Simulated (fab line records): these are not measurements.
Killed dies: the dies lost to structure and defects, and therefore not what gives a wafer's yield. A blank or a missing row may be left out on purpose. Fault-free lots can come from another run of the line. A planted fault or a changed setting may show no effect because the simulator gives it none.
fab line records + flow nand-harc
[record]
- lots = 14
- wafers = 42
- last-day = 33
route steps=1302 shown A_CHANNEL_HOLE_D1@451 A_CHANNEL_FILL_D1@505
lots that met no fault: taken from a fault-free run of the same line
start-h: hours from the record's opening day to when the first of the lot's shown wafers began + wait-h: hours from the lot's prior step to this one + " identical to the entry in the row above + L1.1+2: several wafers, shown together as one row + - no value, or no start was given + * or withheld: withheld + < > ~ a bound
route shown NAME@n: NAME is a module with steps in the file, n the number in the route of the first one + usual: mean and standard deviation over wafers with no fault + same: alike in all rows + chamber/n: place in a boat + sites: per-site readings + _std_site: the values' standard deviation + _edge_site: mean of outer sites minus mean of inner sites + radius-mm: for every site, how far away it sits from the centre of the wafer + mask NAME#n: copy n + behind: tool/chamber where the wafer was last shaped + hold: reason for holding the lot/hours on hold/outcome of the hold + device: transistor that didn't switch, given as n, p or np + end of line: tests of these same wafers at the route's end + a step without rows: its recipe alone + killed: dies that structure and defects cost at the first sort, which is not the same as the wafer's yield + map: a wafer's dies, x killed, . not, _ none there
set.NAME: the setting the step ran with; set.NAME@STEP: the setting that earlier step ran with + model.NAME: the simulator's own value behind a step, which no gauge read
route steps across a sampled set of lots; one table per step, one row per wafer
services: the hour from which a tool's chamber was out of use, counted from the record's first day as start-h (under 0 if before that day), plus the number of hours and why
[[steps]]
[step NHARC_A_CHANNEL_HOLE_D1_DEP_01]
[recipe]
- target-thk-a = 1400
- target-thk-nm = 140
- temp-c = 400
- pressure-torr = 3.5
- flow-sccm = 200
- rf-w = 350
- material = SiON
[usual]
- heater-power-w = 733/110
| lot.wafer | tool     | chamber | start-h | wait-h | heater-power-w |
|-----------|----------|---------|---------|--------|----------------|
| L492.2    | pecvd-04 | 1       | 180.65  | 1.3    | 676            |
| L492.1    | "        | 2       | "       | "      | 664            |
| L492.6    | "        | 2       | "       | "      | 659            |
| L494.3    | pecvd-01 | 2       | 201.85  | 1.0    | 586            |
| L494.2    | "        | 0       | "       | "      | 678            |
| L494.4    | "        | 0       | "       | "      | 670            |
| L495.1    | pecvd-01 | 1       | 207.17  | 1.7    | 775            |
| L495.5    | "        | 1       | "       | "      | 773            |
| L495.6    | "        | 2       | "       | "      | 662            |
| L497.2    | pecvd-04 | 1       | 227.94  | 1.3    | 754            |
| L497.6    | "        | 1       | "       | "      | 730            |
| L497.5    | "        | 2       | "       | "      | 642            |
| L496.4    | pecvd-04 | 1       | 228.56  | 0.8    | 714            |
| L496.5    | "        | 1       | "       | "      | 696            |
| L496.6    | "        | 2       | "       | "      | 639            |
| L498.1    | pecvd-04 | 2       | 239.12  | 1.7    | 668            |
| L498.4    | "        | 1       | "       | "      | 682            |
| L498.6    | "        | 2       | "       | "      | 636            |
| L500.1    | pecvd-01 | 0       | 264.58  | 1.7    | 610            |
| L500.2    | "        | 1       | "       | "      | 679            |
| L500.4    | "        | 0       | "       | "      | 617            |
| L501.1    | pecvd-01 | 1       | 266.49  | 1.6    | 754            |
| L501.6    | "        | 0       | "       | "      | 694            |
| L501.5    | "        | 1       | "       | "      | 765            |
| L502.2    | pecvd-01 | 2       | 282.48  | 1.3    | 719            |
| L502.3    | "        | 0       | "       | "      | 609            |
| L502.5    | "        | 0       | "       | "      | 611            |
| L504.1    | pecvd-04 | 0       | 295.17  | 1.6    | 773            |
| L504.3    | "        | 1       | "       | "      | 646            |
| L504.2    | "        | 2       | "       | "      | 581            |
| L505.4    | pecvd-01 | 0       | 309.69  | 0.7    | 676            |
| L505.6    | "        | 1       | "       | "      | 678            |
| L505.5    | "        | 2       | "       | "      | 672            |
| L510.1    | pecvd-02 | 1       | 366.48  | 1.6    | 676            |
| L510.2    | "        | 0       | "       | "      | 1054           |
| L510.4    | "        | 0       | "       | "      | 1023           |
| L511.1    | pecvd-02 | 2       | 378.38  | 1.6    | 695            |
| L511.5    | "        | 2       | "       | "      | 707            |
| L511.6    | "        | 1       | "       | "      | 789            |
| L515.2    | pecvd-01 | 0       | 416.92  | 1.3    | 786            |
| L515.1    | "        | 1       | "       | "      | 738            |
| L515.4    | "        | 1       | "       | "      | 731            |
[step NHARC_A_CHANNEL_HOLE_D1_ETCH_38]
[recipe]
- target-depth-a = 390
- over-etch-frac = 0.3
- time-s = 65
- ion-energy-ev = 80
- cf4-flow-sccm = 150
- ar-flow-sccm = 0
- rf-w = 300
- bias-w = 100
- chemistry = CF4
[usual]
- bias-w = 99.97/0.3
- drypump-motor-current-A = 5.7/0.49
- oes-product-au = 0.997/0.0079
- rf-vpp-V = 151.2/1.1
- showerhead-plenum-p-Torr = 1.76/0.053
- throttle-valve-pct = 13.284/0.0086
| lot.wafer | tool        | chamber | start-h | wait-h | bias-w | drypump-motor-current-A | oes-product-au | rf-hours-counter-h | rf-vpp-V | showerhead-plenum-p-Torr | throttle-valve-pct |
|-----------|-------------|---------|---------|--------|--------|-------------------------|----------------|--------------------|----------|--------------------------|--------------------|
| L492.2    | rie-diel-12 | 3       | 181.65  | 0.1    | 99.99  | 6.0                     | 0.998          | 5                  | 151.5    | 1.72                     | 13.284             |
| L492.1    | "           | 0       | "       | "      | 100.17 | 6.4                     | 0.997          | 6                  | 153.3    | 1.83                     | 13.279             |
| L492.6    | "           | 0       | "       | "      | 99.87  | 6.5                     | 0.998          | -                  | 152.6    | 1.83                     | 13.291             |
| L494.2    | rie-diel-12 | 3       | 202.85  | 0.1    | 100.48 | 6.0                     | 0.991          | 7                  | 149.3    | 1.72                     | 13.291             |
| L494.4    | "           | 0       | "       | "      | 99.70  | 6.5                     | 0.987          | 7                  | 151.7    | 1.83                     | 13.288             |
| L494.3    | "           | 1       | "       | "      | 99.63  | 5.2                     | 0.992          | 7                  | 149.2    | 1.75                     | 13.298             |
| L495.1    | rie-diel-12 | 1       | 208.13  | 0.1    | 99.92  | 5.1                     | 0.994          | 8                  | 152.1    | 1.75                     | 13.274             |
| L495.6    | "           | 1       | "       | "      | 99.83  | 5.1                     | 1.001          | -                  | 150.7    | 1.75                     | 13.286             |
| L495.5    | "           | 2       | "       | "      | 99.56  | 5.7                     | 1.000          | -                  | 149.2    | 1.73                     | 13.289             |
| L497.2    | rie-diel-12 | 1       | 228.91  | 0.1    | 100.12 | 5.2                     | 0.988          | 10                 | 150.4    | 1.75                     | 13.287             |
| L497.6    | "           | 2       | "       | "      | 99.42  | 5.7                     | 0.998          | -                  | 150.2    | 1.73                     | 13.282             |
| L497.5    | "           | 3       | "       | "      | 100.17 | 6.1                     | 1.002          | -                  | 151.4    | 1.72                     | 13.294             |
| L496.4    | rie-diel-01 | 3       | 229.63  | 0.1    | 100.35 | 5.8                     | 0.986          | 4                  | 152.7    | 1.81                     | 13.294             |
| L496.6    | "           | 1       | "       | "      | 99.72  | 6.1                     | 1.003          | -                  | 152.7    | 1.89                     | 13.303             |
| L496.5    | "           | 2       | "       | "      | 99.54  | 5.5                     | 0.997          | -                  | 150.4    | 1.80                     | 13.294             |
| L498.1    | rie-diel-12 | 2       | 239.93  | 0.1    | 100.49 | 5.7                     | 0.996          | 11                 | 150.9    | 1.73                     | 13.282             |
| L498.4    | "           | 3       | "       | "      | 100.04 | 6.1                     | 0.990          | 10                 | 152.6    | 1.72                     | 13.292             |
| L498.6    | "           | 3       | "       | "      | 100.13 | 6.0                     | 0.986          | -                  | 150.0    | 1.72                     | 13.283             |
| L500.4    | rie-diel-12 | 3       | 265.58  | 0.1    | 100.07 | 6.1                     | 0.988          | 11                 | 151.2    | 1.72                     | 13.281             |
| L500.1    | "           | 0       | "       | "      | 100.17 | 6.5                     | 0.993          | 12                 | 151.4    | 1.83                     | 13.288             |
| L500.2    | "           | 1       | "       | "      | 99.34  | 5.1                     | 1.001          | 13                 | 149.7    | 1.75                     | 13.275             |
| L501.1    | rie-diel-12 | 0       | 267.34  | 0.1    | 100.00 | 6.5                     | 0.986          | 12                 | 151.8    | 1.83                     | 13.277             |
| L501.5    | "           | 1       | "       | "      | 100.29 | 5.2                     | 1.010          | -                  | 152.1    | 1.75                     | 13.289             |
| L501.6    | "           | 2       | "       | "      | 100.14 | 5.7                     | 1.004          | -                  | 149.8    | 1.73                     | 13.293             |
| L502.3    | rie-diel-12 | 0       | 283.45  | 0.1    | 100.35 | 6.5                     | 0.992          | 0                  | 153.0    | 1.83                     | 13.273             |
| L502.2    | "           | 2       | "       | "      | 99.92  | 5.7                     | 1.005          | 0                  | 149.1    | 1.73                     | 13.285             |
| L502.5    | "           | 1       | "       | "      | 100.26 | 5.1                     | 0.989          | -                  | 151.0    | 1.75                     | 13.302             |
| L504.3    | rie-diel-12 | 0       | 296.04  | 0.1    | 99.32  | 6.5                     | 0.991          | 2                  | 153.3    | 1.83                     | 13.295             |
| L504.2    | "           | 1       | "       | "      | 100.48 | 5.1                     | 0.985          | 2                  | 150.7    | 1.75                     | 13.288             |
| L504.1    | "           | 2       | "       | "      | 100.29 | 5.7                     | 0.990          | 2                  | 150.9    | 1.73                     | 13.263             |
| L505.4    | rie-diel-12 | 2       | 310.59  | 0.1    | 100.39 | 5.7                     | 0.987          | 3                  | 151.9    | 1.73                     | 13.276             |
| L505.5    | "           | 2       | "       | "      | 99.80  | 5.7                     | 0.995          | -                  | 151.3    | 1.73                     | 13.265             |
| L505.6    | "           | 3       | "       | "      | 99.67  | 6.1                     | 0.991          | -                  | 151.1    | 1.72                     | 13.271             |
| L510.1    | rie-diel-12 | 3       | 367.47  | 0.1    | 99.50  | 6.0                     | 0.999          | 8                  | 151.2    | 1.72                     | 13.278             |
| L510.2    | "           | 0       | "       | "      | 100.33 | 6.5                     | 1.003          | 8                  | 152.6    | 1.83                     | 13.268             |
| L510.4    | "           | 2       | "       | "      | 100.04 | 5.7                     | 1.009          | 8                  | 151.3    | 1.73                     | 13.291             |
| L511.1    | rie-diel-01 | 3       | 379.40  | 0.1    | 100.09 | 5.9                     | 1.010          | 48                 | 151.8    | 1.80                     | 13.283             |
| L511.6    | "           | 0       | "       | "      | 100.06 | 5.5                     | 1.012          | -                  | 151.6    | 1.80                     | 13.281             |
| L511.5    | "           | 1       | "       | "      | 100.44 | 6.1                     | 1.007          | -                  | 151.4    | 1.88                     | 13.274             |
| L515.4    | rie-diel-12 | 1       | 417.88  | 0.1    | 99.70  | 5.1                     | 0.990          | 11                 | 151.6    | 1.75                     | 13.284             |
| L515.1    | "           | 2       | "       | "      | 100.36 | 5.7                     | 1.003          | 12                 | 150.2    | 1.73                     | 13.287             |
| L515.2    | "           | 0       | "       | "      | 100.51 | 6.5                     | 1.009          | 12                 | 151.8    | 1.83                     | 13.288             |
[step NHARC_A_CHANNEL_HOLE_D1_ETCH_25]
[recipe]
- bias-v = 5000
- source-w = withheld
- pressure-mtorr = 20
- time-s = 1040.2
- ar-flow-sccm = 375
- c4f8-flow-sccm = 93.8
- o2-flow-sccm = 31.2
- temp-c = -20
- target-depth-a = 15000
- chemistry = C4F8/O2/Ar
[usual]
- drypump-motor-current-A = 5.8/0.68
- showerhead-plenum-p-Torr = 3.70/0.14
- throttle-valve-pct = 32.235/0.0092
| lot.wafer | tool        | chamber | start-h | wait-h | drypump-motor-current-A | rf-hours-counter-h | showerhead-plenum-p-Torr | throttle-valve-pct |
|-----------|-------------|---------|---------|--------|-------------------------|--------------------|--------------------------|--------------------|
| L492.2    | har-etch-01 | 0       | 186.02  | 0.7    | 4.9                     | 87                 | 3.73                     | 32.228             |
| L492.1    | "           | 1       | "       | "      | 5.3                     | 87                 | 3.88                     | 32.229             |
| L492.6    | "           | 0       | "       | "      | 4.9                     | -                  | 3.73                     | 32.231             |
| L494.2    | har-etch-02 | 1       | 208.11  | 0.7    | 6.1                     | 308                | 3.75                     | 32.236             |
| L494.3    | "           | 0       | "       | "      | 6.7                     | -                  | 3.47                     | 32.239             |
| L494.4    | "           | 1       | "       | "      | 6.1                     | -                  | 3.75                     | 32.224             |
| L495.1    | har-etch-02 | 0       | 212.12  | 0.6    | 6.7                     | 312                | 3.47                     | 32.230             |
| L495.6    | "           | 0       | "       | "      | 6.7                     | -                  | 3.47                     | 32.250             |
| L495.5    | "           | 1       | "       | "      | 6.1                     | -                  | 3.75                     | 32.223             |
| L496.4    | har-etch-01 | 0       | 234.53  | 0.7    | 4.9                     | -                  | 3.71                     | 32.226             |
| L496.6    | "           | 1       | "       | "      | 5.3                     | -                  | 3.86                     | 32.239             |
| L496.5    | "           | 0       | "       | "      | 4.9                     | -                  | 3.71                     | 32.223             |
| L497.2    | har-etch-02 | 0       | 236.24  | 1.3    | 6.7                     | -                  | 3.46                     | 32.239             |
| L497.5    | "           | 0       | "       | "      | 6.7                     | -                  | 3.46                     | 32.242             |
| L497.6    | "           | 0       | "       | "      | 6.7                     | -                  | 3.46                     | 32.237             |
| L498.1    | har-etch-01 | 1       | 244.05  | 0.6    | 5.4                     | 121                | 3.86                     | 32.238             |
| L498.4    | "           | 0       | "       | "      | 4.9                     | -                  | 3.71                     | 32.237             |
| L498.6    | "           | 0       | "       | "      | 4.9                     | -                  | 3.71                     | 32.232             |
| L500.1    | har-etch-01 | 0       | 269.56  | 0.6    | 5.0                     | 136                | 3.70                     | 32.228             |
| L500.2    | "           | 1       | "       | "      | 5.4                     | 136                | 3.85                     | 32.230             |
| L500.4    | "           | 0       | "       | "      | 5.0                     | -                  | 3.70                     | 32.236             |
| L501.1    | har-etch-02 | 1       | 271.32  | 0.6    | 6.1                     | 335                | 3.74                     | 32.232             |
| L501.5    | "           | 1       | "       | "      | 6.1                     | -                  | 3.74                     | 32.237             |
| L501.6    | "           | 0       | "       | "      | 6.7                     | -                  | 3.45                     | 32.219             |
| L502.2    | har-etch-02 | 0       | 287.44  | 0.6    | 6.7                     | 359                | 3.44                     | 32.235             |
| L502.3    | "           | 0       | "       | "      | 6.7                     | -                  | 3.44                     | 32.227             |
| L502.5    | "           | 1       | "       | "      | 6.1                     | -                  | 3.74                     | 32.246             |
| L504.1    | har-etch-01 | 0       | 300.04  | 0.6    | 5.0                     | 152                | 3.69                     | 32.247             |
| L504.2    | "           | 1       | "       | "      | 5.4                     | 152                | 3.84                     | 32.223             |
| L504.3    | "           | 1       | "       | "      | 5.4                     | -                  | 3.84                     | 32.242             |
| L505.4    | har-etch-02 | 0       | 314.86  | 0.7    | 6.7                     | -                  | 3.43                     | 32.224             |
| L505.6    | "           | 0       | "       | "      | 6.7                     | -                  | 3.43                     | 32.227             |
| L505.5    | "           | 1       | "       | "      | 6.1                     | -                  | 3.72                     | 32.248             |
| L510.2    | har-etch-01 | 1       | 372.61  | 0.6    | 5.4                     | 193                | 3.82                     | 32.237             |
| L510.1    | "           | 0       | "       | "      | 5.0                     | 193                | 3.67                     | 32.225             |
| L510.4    | "           | 1       | "       | "      | 5.3                     | -                  | 3.82                     | 32.219             |
| L511.1    | har-etch-01 | 1       | 389.06  | 0.7    | 5.4                     | 209                | 3.81                     | 32.227             |
| L511.5    | "           | 0       | "       | "      | 4.9                     | -                  | 3.66                     | 32.238             |
| L511.6    | "           | 1       | "       | "      | 5.4                     | -                  | 3.81                     | 32.214             |
| L515.1    | har-etch-02 | 0       | 421.88  | 0.6    | 6.7                     | 18                 | 3.92                     | 32.247             |
| L515.2    | "           | 1       | "       | "      | 6.1                     | 18                 | 3.69                     | 32.231             |
| L515.4    | "           | 0       | "       | "      | 6.7                     | -                  | 3.92                     | 32.255             |
[step NHARC_A_CHANNEL_FILL_D1_ANNEAL_22]
[recipe]
- temp-c = 620
- time-s = 7200
[usual]
- run-length-s = 7227/7.1
- spike-tc-bottom-C = 643/3.2
- tube_center_temp_C_max = 621.62/0.29
| lot.wafer | tool       | chamber | start-h | wait-h | run-length-s | spike-tc-bottom-C | tube_center_temp_C_max |
|-----------|------------|---------|---------|--------|--------------|-------------------|------------------------|
| L492.1    | furnace-05 | 0       | 223.60  | 3.5    | 7242         | 645               | 621.20                 |
| L492.2    | "          | 0       | "       | "      | 7242         | 647               | 622.06                 |
| L492.6    | "          | 0       | "       | "      | 7242         | 646               | 621.33                 |
| L494.2    | furnace-07 | 0       | 244.61  | 3.4    | 7220         | 639               | 621.88                 |
| L494.3    | "          | 0       | "       | "      | 7220         | 640               | 621.48                 |
| L494.4    | "          | 0       | "       | "      | 7220         | 641               | 621.46                 |
| L495.1    | furnace-07 | 0       | 248.67  | 3.4    | 7216         | 641               | 621.93                 |
| L495.5    | "          | 0       | "       | "      | 7216         | 640               | 622.58                 |
| L495.6    | "          | 0       | "       | "      | 7216         | 642               | 621.96                 |
| L496.4    | furnace-07 | 0       | 269.43  | 3.4    | 7224         | 642               | 621.71                 |
| L496.5    | "          | 0       | "       | "      | 7224         | 642               | 621.47                 |
| L496.6    | "          | 0       | "       | "      | 7224         | 640               | 621.49                 |
| L497.2    | furnace-05 | 0       | 275.71  | 4.1    | 7225         | 646               | 621.79                 |
| L497.5    | "          | 0       | "       | "      | 7225         | 646               | 621.71                 |
| L497.6    | "          | 0       | "       | "      | 7225         | 646               | 621.48                 |
| L498.1    | furnace-02 | 0       | 280.85  | 3.3    | 7227         | 641               | 621.72                 |
| L498.4    | "          | 0       | "       | "      | 7227         | 640               | 621.87                 |
| L498.6    | "          | 0       | "       | "      | 7227         | 640               | 621.38                 |
| L500.1    | furnace-07 | 0       | 306.32  | 3.4    | 7217         | 642               | 621.96                 |
| L500.2    | "          | 0       | "       | "      | 7217         | 640               | 621.33                 |
| L500.4    | "          | 0       | "       | "      | 7217         | 642               | 621.31                 |
| L501.1    | furnace-07 | 0       | 306.32  | 3.4    | 7224         | 640               | 621.60                 |
| L501.5    | "          | 0       | "       | "      | 7224         | 639               | 621.60                 |
| L501.6    | "          | 0       | "       | "      | 7224         | 639               | 621.36                 |
| L502.2    | furnace-05 | 0       | 322.95  | 3.5    | 7237         | 647               | 621.56                 |
| L502.3    | "          | 0       | "       | "      | 7237         | 646               | 621.81                 |
| L502.5    | "          | 0       | "       | "      | 7237         | 647               | 621.33                 |
| L504.1    | furnace-05 | 0       | 335.22  | 3.5    | 7231         | 646               | 621.69                 |
| L504.2    | "          | 0       | "       | "      | 7231         | 645               | 621.77                 |
| L504.3    | "          | 0       | "       | "      | 7231         | 649               | 621.82                 |
| L505.4    | furnace-05 | 0       | 349.70  | 3.5    | 7232         | 648               | 621.68                 |
| L505.5    | "          | 0       | "       | "      | 7232         | 645               | 621.41                 |
| L505.6    | "          | 0       | "       | "      | 7232         | 647               | 621.42                 |
| L510.1    | furnace-05 | -       | 411.56  | 4.5    | -            | -                 | -                      |
| L510.2    | "          | -       | "       | "      | -            | -                 | -                      |
| L510.4    | "          | -       | "       | "      | -            | -                 | -                      |
| L511.1    | furnace-02 | -       | 427.94  | 4.4    | -            | -                 | -                      |
| L511.5    | "          | -       | "       | "      | -            | -                 | -                      |
| L511.6    | "          | -       | "       | "      | -            | -                 | -                      |
| L515.1    | furnace-02 | 0       | 457.82  | 3.3    | 7223         | 639               | 621.34                 |
| L515.2    | "          | 0       | "       | "      | 7223         | 639               | 621.55                 |
| L515.4    | "          | 0       | "       | "      | 7223         | 639               | 621.56                 |
[[services]]
| tool        | chamber | start-h | hours | kind   |
|-------------|---------|---------|-------|--------|
| rie-diel-12 | 3       | 161.16  | 6.3   | repair |
| pecvd-04    | -       | 177.88  | 2.7   | repair |
| har-etch-01 | -       | 204.37  | 0.4   | repair |
| pecvd-01    | 0       | 206.99  | 4.3   | repair |
| rie-diel-12 | 0       | 221.18  | 11.2  | repair |
| pecvd-04    | 0       | 223.41  | 10.9  | repair |
| pecvd-04    | -       | 235.14  | 0.9   | repair |
| rie-diel-12 | 3       | 240.37  | 8.1   | repair |
| pecvd-04    | 0       | 253.61  | 21.7  | repair |
| rie-diel-12 | -       | 268.40  | 9.0   | pm     |
| pecvd-04    | -       | 269.17  | 13.0  | pm     |
| har-etch-01 | -       | 273.77  | 1.6   | repair |
| pecvd-04    | 0       | 285.88  | 3.3   | repair |
| furnace-05  | -       | 311.60  | 2.5   | repair |
| pecvd-01    | -       | 316.85  | 13.0  | pm     |
| rie-diel-12 | 3       | 337.64  | 1.8   | repair |
| har-etch-01 | -       | 337.73  | 0.1   | repair |
| pecvd-01    | 2       | 365.08  | 4.3   | repair |
| har-etch-02 | -       | 377.07  | 17.0  | pm     |
| furnace-07  | -       | 389.24  | 26.0  | pm     |
| rie-diel-12 | 1       | 393.93  | 9.4   | repair |
| rie-diel-12 | 1       | 426.76  | 6.1   | repair |
| pecvd-04    | 2       | 439.12  | 7.7   | repair |
| rie-diel-12 | -       | 445.40  | 9.0   | pm     |
[[key]]
[first-sign]
- step = NHARC_A_CHANNEL_FILL_D1_ANNEAL_22
- reading = tool-record
- direction = missing
effect none on later readings
met-at NHARC_A_CHANNEL_FILL_D1_ANNEAL_22
struck-lots L510,L511
later-rows-left-out L510.1,L510.2,L510.4,L511.1,L511.5,L511.6
sort-left-out L510.1,L510.2,L510.4,L511.1,L511.5,L511.6
tester-left-out L510,L511
not-acting-at NHARC_A_CHANNEL_HOLE_D1_DEP_01,NHARC_A_CHANNEL_HOLE_D1_ETCH_38,NHARC_A_CHANNEL_HOLE_D1_ETCH_25
onset-between 349.70 411.56
[fault]
- kind = skipped-step-whole
- tool = furnace-02,furnace-05
- chamber = -
- onset-h = 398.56
- steps = NHARC_A_CHANNEL_FILL_D1_ANNEAL_22
- scope = struck-lots-only
// tester-left-out: of these lots the tester's yield and bins aren't shown, on N5 and GAA mostly nor the transistor test; their killed dies are dies lost to structure and defects alone, not to doping, threshold or leakage, so they don't give the yield
// sort-left-out: the simulated sort isn't trusted on such a fault, so these wafers' sort isn't shown, and their yield isn't known
// later-rows-left-out: the simulator's readings of these wafers behind a module that went badly wrong aren't trusted and aren't shown, but for the sort
